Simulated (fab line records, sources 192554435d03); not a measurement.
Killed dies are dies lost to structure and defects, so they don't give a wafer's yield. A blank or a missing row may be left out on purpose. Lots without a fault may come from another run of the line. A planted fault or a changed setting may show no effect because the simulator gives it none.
A struck lot beside a sound one | flow n5_finfet | 14 steps out of a route of 1938
Sound: wafers L151.1, L151.2, L151.6. Struck: wafers L149.1, L149.3, L149.5. The cause comes at the end.
At each step with rows: each side's tool, then ch and its chambers, then its first start. Under that, the readings that differ: sound wafers | struck wafers | difference of the means | sigmas: that difference in standard deviations of wafers without a fault.
alike: readings whose means differ by less than 2 such deviations, and words and numbers that are the same on both sides. not compared: withheld readings, readings that some wafer has no value for, bounds like >300 that may hide the same value, and numbers for which the record gives no deviation and whose values overlap.
The two part at a step that has a row with sigmas, a row that says differs or no value, or rows on one side only. Numbers that don't overlap but have no deviation are shown without sigmas and don't part them. A reading that every wafer of one side lacks parts them only if that side has two wafers or more.

N5_BEOL_M11_ILD_DEP_00: deposits SiCOH lowk from DEMS/porogen, target thk 308.51 nm, time 58 s.
  sound on pecvd-03 ch 0,1, day 14 00:18; struck on pecvd-02 ch 0,2, day 13 12:50
  alike: heater_power_w, showerhead_plenum_p_Torr, throttle_valve_pct
  not compared: since_wet_clean_h
N5_BEOL_M11_CURE_71: cures SiCOH lowk, time 240 s.
  sound on uv_cure-01 ch 0, day 14 00:25; struck on uv_cure-02 ch 2, day 13 12:54
  alike: lamp_power_pct, wafer_temp_C_max
N5_BEOL_M11_THK_MEAS_01:
  sound on film_metro-02, day 14 00:55; struck on film_metro-01, day 13 13:25
  alike: M11_ILD_THK
N5_BEOL_M11_PECVD_70: deposits SiO2 from TEOS/O2, target thk 20 nm, time 22.7 s.
  sound on pecvd-02 ch 0,1, day 14 00:58; struck on pecvd-04 ch 1,2, day 13 13:27
  alike: heater_power_w, showerhead_plenum_p_Torr, throttle_valve_pct
  not compared: since_wet_clean_h
N5_BEOL_M11_HM_DEP_02: deposits TiN, target thk 20 nm.
  sound on pvd_sputter-02, day 14 01:23; struck on pvd_sputter-01, day 13 14:05
  alike: chamber_pressure_pa, throttle_valve_pct
then, 7 steps without rows for these wafers: N5_BEOL_M11_COAT_59 (time 60 s, resist thk 100 nm); N5_BEOL_M11_COAT_60 (time 60 s, resist thk 30 nm); N5_BEOL_M11_COAT_05 (resist thk 90 nm); N5_BEOL_M11_EBR_07; N5_BEOL_M11_SOFTBAKE_06 (time 60 s); N5_BEOL_M11_EXPOSE_08 (exposes mask M11); N5_BEOL_M11_PEB_09 (peb time 60 s).
N5_BEOL_M11_DEVELOP_10: develop time 30 s.
  sound on litho_track-02 ch 0, day 14 01:49; struck on litho_track-02, day 13 14:24
  no value came back on the struck wafers for chill_plate_temp_C (C), develop_time_s (s), developer_temp_C (C); on the sound wafers chill_plate_temp_C (C) reads 23.02 22.89 22.99
  reading                                       | sound          | struck         | difference | sigmas
  model.CAR-ArF_of_BEOL_M11_COAT_05.thk_nm (nm) | 88.4 88.4 88.4 | 89.6 89.6 89.6 | +1.2       |
N5_BEOL_M11_CD_MEAS_11: target cd 64.1 nm.
  sound on cd_sem-01 ch 0, day 14 01:53; struck on cd_sem-01 ch 0, day 13 14:28
  reading    | sound          | struck | difference                    | sigmas
  cd_nm (nm) | 64.3 65.0 64.1 | - - -  | no value on the struck wafers |

WHERE THEY PART
First at N5_BEOL_M11_DEVELOP_10; last, within this record, at N5_BEOL_M11_CD_MEAS_11.

WHY: what the simulator had put in
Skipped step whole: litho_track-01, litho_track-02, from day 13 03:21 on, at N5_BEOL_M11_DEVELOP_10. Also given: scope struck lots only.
